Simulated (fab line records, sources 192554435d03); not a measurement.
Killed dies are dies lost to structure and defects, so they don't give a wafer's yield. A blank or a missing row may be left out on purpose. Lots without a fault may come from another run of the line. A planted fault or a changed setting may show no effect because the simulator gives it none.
Chamber matching | flow n5_finfet | N5_BEOL_M15_TRENCH_ETCH_34 on rie_diel-03: 4 sister chambers
The step etches SiO2 in C4F8/O2/Ar, target depth 872.93 nm, time 199 s. 27 wafers are shown with their chamber, then 12 later ones without.

WAFERS WITH THEIR CHAMBER
wafer  | chamber | showerhead_plenum_p_Torr (Torr) | drypump_motor_current_A (A) | rf_vpp_V (V)
L075.1 | 1       | 3.55                            | 6.1                         | 2257
L075.3 | 3       | 3.64                            | 6.4                         | 2257
L075.6 | 2       | 3.41                            | 5.5                         | 2218
L079.1 | 3       | 3.64                            | 6.5                         | 2256
L079.4 | 1       | 3.55                            | 6.1                         | 2254
L079.6 | 1       | 3.55                            | 6.1                         | 2256
L077.1 | 1       | 3.55                            | 6.1                         | 2257
L077.3 | 2       | 3.41                            | 5.5                         | 2216
L077.6 | 0       | 3.29                            | 5.1                         | 2197
L084.2 | 0       | 3.28                            | 5.1                         | 2197
L084.4 | 2       | 3.40                            | 5.5                         | 2216
L084.5 | 2       | 3.40                            | 5.5                         | 2217
L086.1 | 2       | 3.40                            | 5.5                         | 2216
L086.2 | 0       | 3.28                            | 5.1                         | 2195
L086.3 | 3       | 3.63                            | 6.4                         | 2256
L085.2 | 0       | 3.28                            | 5.2                         | 2194
L085.4 | 3       | 3.63                            | 6.5                         | 2256
L085.6 | 2       | 3.40                            | 5.5                         | 2214
L088.1 | 1       | 3.54                            | 6.1                         | 2255
L088.4 | 3       | 3.63                            | 6.4                         | 2257
L088.6 | 1       | 3.54                            | 6.1                         | 2252
L089.2 | 0       | 3.28                            | 5.1                         | 2195
L089.3 | 3       | 3.62                            | 6.5                         | 2254
L089.5 | 2       | 3.39                            | 5.5                         | 2216
L092.2 | 2       | 3.39                            | 5.5                         | 2215
L092.3 | 0       | 3.28                            | 5.1                         | 2195
L092.5 | 2       | 3.39                            | 5.5                         | 2215

SIGNATURES (means of the wafers above)
reading                  | chamber 0 | chamber 1 | chamber 2 | chamber 3 | scatter within a chamber
showerhead_plenum_p_Torr | 3.2817    | 3.5467    | 3.3989    | 3.6317    | 0.00656
drypump_motor_current_A  | 5.117     | 6.100     | 5.500     | 6.450     | 0.0319
rf_vpp_V                 | 2195.50   | 2255.17   | 2215.89   | 2256.00   | 1.37
Rule: a wafer's distance from a chamber is the root of the sum, over the readings, of the square of ((its reading less the chamber's mean) divided by the reading's scatter). The wafer belongs to the nearest chamber; if the next one is less than 2 further off, it can't be placed. The scatter: the root of (the sum of the squares of (reading less its chamber's mean) over the shown wafers, divided by (wafers less chambers)).

WAFERS WITHOUT THEIR CHAMBER
wafer  | showerhead_plenum_p_Torr (Torr) | drypump_motor_current_A (A) | rf_vpp_V (V)
L093.1 | 3.54                            | 6.1                         | 2254
L093.4 | 3.28                            | 5.1                         | 2195
L093.6 | 3.62                            | 6.5                         | 2254
L094.1 | 3.62                            | 6.4                         | 2254
L094.3 | 3.53                            | 6.1                         | 2253
L094.4 | 3.53                            | 6.1                         | 2253
L096.3 | 3.61                            | 6.5                         | 2253
L096.4 | 3.53                            | 6.1                         | 2252
L096.5 | 3.27                            | 5.1                         | 2195
L097.2 | 3.27                            | 5.1                         | 2194
L097.3 | 3.61                            | 6.4                         | 2254
L097.4 | 3.53                            | 6.1                         | 2253

WHICH CHAMBER EACH WENT THROUGH
wafer  | from the rows above | in truth
L093.1 | 1                   | 1
L093.4 | 0                   | 0
L093.6 | 3                   | 3
L094.1 | 3                   | 3
L094.3 | 1                   | 1
L094.4 | 1                   | 1
L096.3 | 3                   | 3
L096.4 | 1                   | 1
L096.5 | 0                   | 0
L097.2 | 0                   | 0
L097.3 | 3                   | 3
L097.4 | 1                   | 1
Placed correctly: 12 of 12. Can't be placed from these rows: 0. Placed wrongly: 0.
